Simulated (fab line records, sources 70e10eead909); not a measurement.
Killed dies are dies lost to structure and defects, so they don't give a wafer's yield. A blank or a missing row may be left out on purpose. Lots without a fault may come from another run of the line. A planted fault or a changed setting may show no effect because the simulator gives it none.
Which tool did it? | flow nand_harc | 12 lots, 36 wafers sampled, at 6 steps of a route of 1159

WHAT THE GAUGES READ, wafer by wafer
NHARC_A_CONTACT_INSPECT_71. Usual: raw_defect_count 28, standard deviation 13.
lot  | measured     | on                | raw_defect_count | flag
L699 | day 16 14:52 | defect_inspect-02 | 22 23 21         |
L700 | day 17 02:06 | defect_inspect-01 | 22 20 18         |
L701 | day 17 07:34 | defect_inspect-02 | 509 511 540      | OFF
L705 | day 17 08:12 | defect_inspect-01 | 23 30 32         |
L704 | day 17 12:17 | defect_inspect-02 | 470 479 466      | OFF
L712 | day 19 15:20 | defect_inspect-01 | 23 29 37         |
L714 | day 20 14:08 | defect_inspect-02 | 30 31 21         |
L715 | day 20 19:43 | defect_inspect-02 | 70 68 41         |
L720 | day 21 03:23 | defect_inspect-02 | 19 14 23         |
L716 | day 21 09:09 | defect_inspect-01 | 53 52 48         |
L719 | day 21 11:51 | defect_inspect-02 | 46 29 48         |
L722 | day 22 11:50 | defect_inspect-01 | 23 24 22         |

NHARC_END_SORT_01. Usual: killed_at_array 29, standard deviation 11; killed_at_other 0.7, standard deviation 1.1; killed_at_periphery 3.1, standard deviation 2; killed_dies 33, standard deviation 11; killed_open 3.5, standard deviation 1.8; killed_short 2.0, standard deviation 1.4.
lot  | measured     | on        | killed_at_array | killed_at_other | killed_at_periphery | killed_dies | killed_open | killed_short | flag
L701 | day 21 04:49 | prober-02 | 111 122 117     | 0 0 1           | 4 2 1               | 115 124 119 | 5 3 2       | 3 3 2        | OFF
L704 | day 21 08:01 | prober-01 | 83 94 88        | 3 3 1           | 3 4 8               | 89 101 97   | 2 5 3       | 1 1 3        | OFF

WHICH TOOL RAN EACH LOT (tool, then ch and the chambers of the sampled wafers, then the start)
lot  | NHARC_A_CONTACT_STRIP_55                      | NHARC_A_CONTACT_DEP_57        | NHARC_A_CONTACT_ETCH_127             | NHARC_A_CONTACT_ETCH_128
L699 | rie_diel-07 ch 0,2, day 16 12:22 or earlier   | acl_dep-01 ch 0, day 16 12:22 | har_cap_etch-02 ch 0, day 16 16:49   | har_cap_etch-02 ch 0, day 16 16:57
L700 | rie_diel-07 ch 0,2,3, day 16 23:59 or earlier | acl_dep-01 ch 0, day 16 23:59 | har_cap_etch-03 ch 0,1, day 17 04:37 | har_cap_etch-03 ch 0,1, day 17 04:46
L701 | rie_diel-07 ch 0,1,3, day 17 04:56 or earlier | acl_dep-01 ch 0, day 17 04:56 | har_cap_etch-03 ch 0,1, day 17 09:25 | har_cap_etch-03 ch 0,1, day 17 09:33
L705 | rie_diel-05 ch 0,1,2, day 17 05:34 or earlier | acl_dep-03 ch 0, day 17 05:34 | har_cap_etch-02 ch 0,1, day 17 09:52 | har_cap_etch-02 ch 0,1, day 17 10:00
L704 | rie_diel-05 ch 1,2, day 17 09:43 or earlier   | acl_dep-01 ch 0, day 17 09:43 | har_cap_etch-02 ch 1, day 17 14:04   | har_cap_etch-02 ch 1, day 17 14:12
L712 | rie_diel-07 ch 1,2, day 19 13:25 or earlier   | acl_dep-03 ch 0, day 19 13:25 | har_cap_etch-01 ch 0,1, day 19 17:23 | har_cap_etch-01 ch 0,1, day 19 17:31
L714 | rie_diel-07 ch 1,2, day 20 12:07 or earlier   | acl_dep-02 ch 0, day 20 12:07 | har_cap_etch-03 ch 0,1, day 20 15:51 | har_cap_etch-03 ch 0,1, day 20 15:59
L715 | rie_diel-07 ch 0,1, day 20 17:23 or earlier   | acl_dep-02 ch 0, day 20 17:23 | har_cap_etch-02 ch 0,1, day 20 21:53 | har_cap_etch-02 ch 0,1, day 20 22:02
L720 | rie_diel-05 ch 1,2, day 21 01:06 or earlier   | acl_dep-03 ch 0, day 21 01:06 | har_cap_etch-01 ch 0,1, day 21 05:10 | har_cap_etch-01 ch 0,1, day 21 05:18
L716 | rie_diel-11 ch 1,2,3, day 21 07:07 or earlier | acl_dep-03 ch 0, day 21 07:07 | har_cap_etch-03 ch 0,1, day 21 10:52 | har_cap_etch-03 ch 0,1, day 21 11:00
L719 | rie_diel-07 ch 0,2,3, day 21 09:21 or earlier | acl_dep-01 ch 0, day 21 09:21 | har_cap_etch-01 ch 0,1, day 21 13:32 | har_cap_etch-01 ch 0,1, day 21 13:40
L722 | rie_diel-05 ch 0,3, day 22 09:14 or earlier   | acl_dep-03 ch 0, day 22 09:14 | har_cap_etch-03 ch 0,1, day 22 13:32 | har_cap_etch-03 ch 0,1, day 22 13:40
- NHARC_A_CONTACT_STRIP_55: strips in O2.
- NHARC_A_CONTACT_DEP_57: deposits aC, target thk 2800 nm.
- NHARC_A_CONTACT_ETCH_127: etches the open film in C4F8/O2/Ar, time 155 s, target depth 956 nm.
- NHARC_A_CONTACT_ETCH_128: etches the open film in C4F8/O2/Ar, time 155 s, target depth 956 nm.

WHAT THE TOOLS THEMSELVES READ (means of the sampled wafers that have a number; where no wafer has one, the mark that the record gives instead)
NHARC_A_CONTACT_STRIP_55. Usual: drypump_motor_current_A 5.9 A, standard deviation 0.52; oes_product_au 1.001 a.u., standard deviation 0.0094; rf_vpp_V 57.9 V, standard deviation 0.87; showerhead_plenum_p_Torr 3.57 Torr, standard deviation 0.12; throttle_valve_pct 17.038 %, standard deviation 0.0087.
lot  | tool        | drypump_motor_current_A (A) | oes_product_au (a.u.) | rf_vpp_V (V) | showerhead_plenum_p_Torr (Torr) | throttle_valve_pct (%) | flag
L699 | rie_diel-07 | 6.6                         | 0.999                 | 58.3         | 3.61                            | 17.038                 |
L700 | rie_diel-07 | 5.9                         | 1.005                 | 57.6         | 3.63                            | 17.038                 |
L701 | rie_diel-07 | 5.7                         | 0.989                 | 57.6         | 3.62                            | 17.040                 |
L705 | rie_diel-05 | 5.6                         | 1.000                 | 57.2         | 3.51                            | 17.032                 |
L704 | rie_diel-05 | 5.6                         | 0.990                 | 57.6         | 3.58                            | 17.037                 |
L712 | rie_diel-07 | 6.6                         | 0.993                 | 58.1         | 3.65                            | 17.045                 |
L714 | rie_diel-07 | 6.6                         | 1.004                 | 58.2         | 3.65                            | 17.043                 |
L715 | rie_diel-07 | 6.1                         | 1.000                 | 57.9         | 3.58                            | 17.045                 |
L720 | rie_diel-05 | 5.6                         | 0.996                 | 58.9         | 3.55                            | 17.036                 |
L716 | rie_diel-11 | 5.7                         | 1.009                 | 56.4         | 3.42                            | 17.036                 |
L719 | rie_diel-07 | 5.9                         | 0.995                 | 58.0         | 3.62                            | 17.041                 |
L722 | rie_diel-05 | 5.6                         | 1.006                 | 57.4         | 3.43                            | 17.044                 |

NHARC_A_CONTACT_DEP_57. Usual: susceptor_temp_C 400.00 C, standard deviation 0.24; throttle_valve_pct 35.000 %, standard deviation 0.0095.
lot  | tool       | susceptor_temp_C (C) | throttle_valve_pct (%) | flag
L699 | acl_dep-01 | 400.01               | 35.001                 |
L700 | acl_dep-01 | -                    | 35.000                 | OFF
L701 | acl_dep-01 | 400.26               | 35.004                 |
L705 | acl_dep-03 | 400.19               | 35.002                 |
L704 | acl_dep-01 | -                    | 34.989                 | OFF
L712 | acl_dep-03 | 399.62               | 35.002                 |
L714 | acl_dep-02 | 400.04               | 35.003                 |
L715 | acl_dep-02 | 400.23               | 35.010                 |
L720 | acl_dep-03 | -                    | 35.001                 | OFF
L716 | acl_dep-03 | 400.21               | 35.002                 |
L719 | acl_dep-01 | 399.84               | 35.000                 |
L722 | acl_dep-03 | 400.23               | 34.997                 |

THE ANSWER, worked out from the rows above alone
Rule: a lot is off if the mean of its wafers that have a number lies more than 3 standard deviations from the usual mean. A lot without any number at a reading at which 4 lots or more have one is off too. The other lots that the step has rows for count as sound. The gauges are gone through in route order, then the tools' own readings, and for those a lot's mean is taken as printed above. The first step at which some lot is off is used, and at that step the reading that is off furthest; a lot without a number counts as furthest.
Off: L701, L704, at NHARC_A_CONTACT_INSPECT_71 (raw_defect_count).
A tool fits if, at a process step before that reading, it ran every lot that is off, and no sound lot after the first of them. The gauges at NHARC_A_CONTACT_INSPECT_71 aren't tried: what is off there is off at NHARC_END_SORT_01 too, on other tools, and a gauge's error can't cause that. NHARC_A_CONTACT_STRIP_55 gives no start for some lots, so the hours and the order of its lots are those of NHARC_A_CONTACT_DEP_57. None of those tried fits.

WHAT THE SIMULATOR HAD PUT IN
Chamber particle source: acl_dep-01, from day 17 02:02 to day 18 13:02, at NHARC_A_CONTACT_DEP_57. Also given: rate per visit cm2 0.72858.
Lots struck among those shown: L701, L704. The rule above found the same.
